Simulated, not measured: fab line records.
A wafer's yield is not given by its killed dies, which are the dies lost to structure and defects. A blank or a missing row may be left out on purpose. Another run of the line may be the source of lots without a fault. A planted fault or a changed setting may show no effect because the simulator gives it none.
Matching of chambers :: flow nandHarc :: rieDiel-04 running NHARC_P_BONDPAD_DESCUM_11: 4 sister chambers
The step chemistry O2, time 3 s. 27 wafers are shown with their chamber, then 12 later ones without.

## WAFERS, EACH WITH ITS CHAMBER
wafer: L074.1
chamber: 1
showerheadPlenumPTorr (Torr): 1.99
drypumpMotorCurrentA (A): 6.4
oesProductAu (a.u.): 0.982

wafer: L074.2
chamber: 0
showerheadPlenumPTorr (Torr): 1.96
drypumpMotorCurrentA (A): 5.6
oesProductAu (a.u.): 1.018

wafer: L074.4
chamber: 3
showerheadPlenumPTorr (Torr): 1.91
drypumpMotorCurrentA (A): 6.1
oesProductAu (a.u.): 1.005

wafer: L074.3
chamber: 2
showerheadPlenumPTorr (Torr): 2.01
drypumpMotorCurrentA (A): 5.9
oesProductAu (a.u.): 0.998

wafer: L074.5
chamber: 1
showerheadPlenumPTorr (Torr): 1.99
drypumpMotorCurrentA (A): 6.4
oesProductAu (a.u.): 1.003

wafer: L074.6
chamber: 0
showerheadPlenumPTorr (Torr): 1.96
drypumpMotorCurrentA (A): 5.6
oesProductAu (a.u.): 1.016

wafer: L076.2
chamber: 2
showerheadPlenumPTorr (Torr): 2.01
drypumpMotorCurrentA (A): 5.9
oesProductAu (a.u.): 0.985

wafer: L076.5
chamber: 1
showerheadPlenumPTorr (Torr): 1.99
drypumpMotorCurrentA (A): 6.4
oesProductAu (a.u.): 0.992

wafer: L076.6
chamber: 2
showerheadPlenumPTorr (Torr): 2.01
drypumpMotorCurrentA (A): 5.9
oesProductAu (a.u.): 1.004

wafer: L077.1
chamber: 1
showerheadPlenumPTorr (Torr): 1.99
drypumpMotorCurrentA (A): 6.4
oesProductAu (a.u.): 0.988

wafer: L077.4
chamber: 3
showerheadPlenumPTorr (Torr): 1.91
drypumpMotorCurrentA (A): 6.1
oesProductAu (a.u.): 1.004

wafer: L077.6
chamber: 3
showerheadPlenumPTorr (Torr): 1.91
drypumpMotorCurrentA (A): 6.1
oesProductAu (a.u.): 1.013

wafer: L077.2
chamber: 0
showerheadPlenumPTorr (Torr): 1.96
drypumpMotorCurrentA (A): 5.6
oesProductAu (a.u.): 1.001

wafer: L077.3
chamber: 2
showerheadPlenumPTorr (Torr): 2.01
drypumpMotorCurrentA (A): 5.8
oesProductAu (a.u.): 1.000

wafer: L077.5
chamber: 0
showerheadPlenumPTorr (Torr): 1.96
drypumpMotorCurrentA (A): 5.6
oesProductAu (a.u.): 1.006

wafer: L079.2
chamber: 3
showerheadPlenumPTorr (Torr): 1.91
drypumpMotorCurrentA (A): 6.2
oesProductAu (a.u.): 0.989

wafer: L079.3
chamber: 2
showerheadPlenumPTorr (Torr): 2.01
drypumpMotorCurrentA (A): 5.9
oesProductAu (a.u.): 0.990

wafer: L079.4
chamber: 1
showerheadPlenumPTorr (Torr): 1.99
drypumpMotorCurrentA (A): 6.4
oesProductAu (a.u.): 1.008

wafer: L079.1
chamber: 0
showerheadPlenumPTorr (Torr): 1.96
drypumpMotorCurrentA (A): 5.6
oesProductAu (a.u.): 1.006

wafer: L079.5
chamber: 2
showerheadPlenumPTorr (Torr): 2.01
drypumpMotorCurrentA (A): 5.9
oesProductAu (a.u.): 0.999

wafer: L079.6
chamber: 3
showerheadPlenumPTorr (Torr): 1.91
drypumpMotorCurrentA (A): 6.1
oesProductAu (a.u.): 0.986

wafer: L084.1
chamber: 2
showerheadPlenumPTorr (Torr): 2.01
drypumpMotorCurrentA (A): 5.9
oesProductAu (a.u.): 1.001

wafer: L084.2
chamber: 0
showerheadPlenumPTorr (Torr): 1.96
drypumpMotorCurrentA (A): 5.6
oesProductAu (a.u.): 1.005

wafer: L084.6
chamber: 0
showerheadPlenumPTorr (Torr): 1.96
drypumpMotorCurrentA (A): 5.6
oesProductAu (a.u.): 1.002

wafer: L090.2
chamber: 3
showerheadPlenumPTorr (Torr): 1.90
drypumpMotorCurrentA (A): 6.1
oesProductAu (a.u.): 0.996

wafer: L090.5
chamber: 1
showerheadPlenumPTorr (Torr): 1.99
drypumpMotorCurrentA (A): 6.4
oesProductAu (a.u.): 1.010

wafer: L090.6
chamber: 0
showerheadPlenumPTorr (Torr): 1.96
drypumpMotorCurrentA (A): 5.6
oesProductAu (a.u.): 1.012

SIGNATURES, as means of the wafers listed above
reading: showerheadPlenumPTorr
chamber 0: 1.9600
chamber 1: 1.9900
chamber 2: 2.0100
chamber 3: 1.9083
scatter within a chamber: 0.0019

reading: drypumpMotorCurrentA
chamber 0: 5.600
chamber 1: 6.400
chamber 2: 5.886
chamber 3: 6.117
scatter within a chamber: 0.0271

reading: oesProductAu
chamber 0: 1.00825
chamber 1: 0.99717
chamber 2: 0.99671
chamber 3: 0.99883
scatter within a chamber: 0.00871
Rule: for a wafer and a chamber, the distance is found by dividing, reading by reading, the gap between the wafer's reading and the chamber's mean by the reading's scatter, squaring, summing and taking the root. The wafer belongs to the nearest chamber; if the next one is less than 2 further off, it can't be placed. The scatter: take each reading less its chamber's mean, square it, sum over the shown wafers, divide by the number of wafers less the number of chambers, and take the root.

## WAFERS MISSING THEIR CHAMBER
wafer: L091.2
showerheadPlenumPTorr (Torr): 1.99
drypumpMotorCurrentA (A): 6.4
oesProductAu (a.u.): 1.004

wafer: L091.4
showerheadPlenumPTorr (Torr): 1.96
drypumpMotorCurrentA (A): 5.6
oesProductAu (a.u.): 0.990

wafer: L091.6
showerheadPlenumPTorr (Torr): 2.01
drypumpMotorCurrentA (A): 5.8
oesProductAu (a.u.): 0.993

wafer: L093.1
showerheadPlenumPTorr (Torr): 1.96
drypumpMotorCurrentA (A): 5.6
oesProductAu (a.u.): 1.003

wafer: L093.4
showerheadPlenumPTorr (Torr): 1.99
drypumpMotorCurrentA (A): 6.4
oesProductAu (a.u.): 1.022

wafer: L093.6
showerheadPlenumPTorr (Torr): 1.99
drypumpMotorCurrentA (A): 6.4
oesProductAu (a.u.): 1.012

wafer: L094.1
showerheadPlenumPTorr (Torr): 1.96
drypumpMotorCurrentA (A): 5.6
oesProductAu (a.u.): 0.994

wafer: L094.4
showerheadPlenumPTorr (Torr): 1.90
drypumpMotorCurrentA (A): 6.1
oesProductAu (a.u.): 0.983

wafer: L094.5
showerheadPlenumPTorr (Torr): 1.99
drypumpMotorCurrentA (A): 6.4
oesProductAu (a.u.): 1.017

wafer: L096.1
showerheadPlenumPTorr (Torr): 1.99
drypumpMotorCurrentA (A): 6.4
oesProductAu (a.u.): 1.004

wafer: L096.3
showerheadPlenumPTorr (Torr): 1.90
drypumpMotorCurrentA (A): 6.2
oesProductAu (a.u.): 0.984

wafer: L096.4
showerheadPlenumPTorr (Torr): 1.96
drypumpMotorCurrentA (A): 5.6
oesProductAu (a.u.): 1.000

## EACH ONE'S CHAMBER
wafer: L091.2
from the rows above: 1
in truth: 1

wafer: L091.4
from the rows above: 0
in truth: 0

wafer: L091.6
from the rows above: 2
in truth: 2

wafer: L093.1
from the rows above: 0
in truth: 0

wafer: L093.4
from the rows above: 1
in truth: 1

wafer: L093.6
from the rows above: 1
in truth: 1

wafer: L094.1
from the rows above: 0
in truth: 0

wafer: L094.4
from the rows above: 3
in truth: 3

wafer: L094.5
from the rows above: 1
in truth: 1

wafer: L096.1
from the rows above: 1
in truth: 1

wafer: L096.3
from the rows above: 3
in truth: 3

wafer: L096.4
from the rows above: 0
in truth: 0
12 of 12 placed correctly. Not placeable from these rows: 0. 0 placed wrongly.
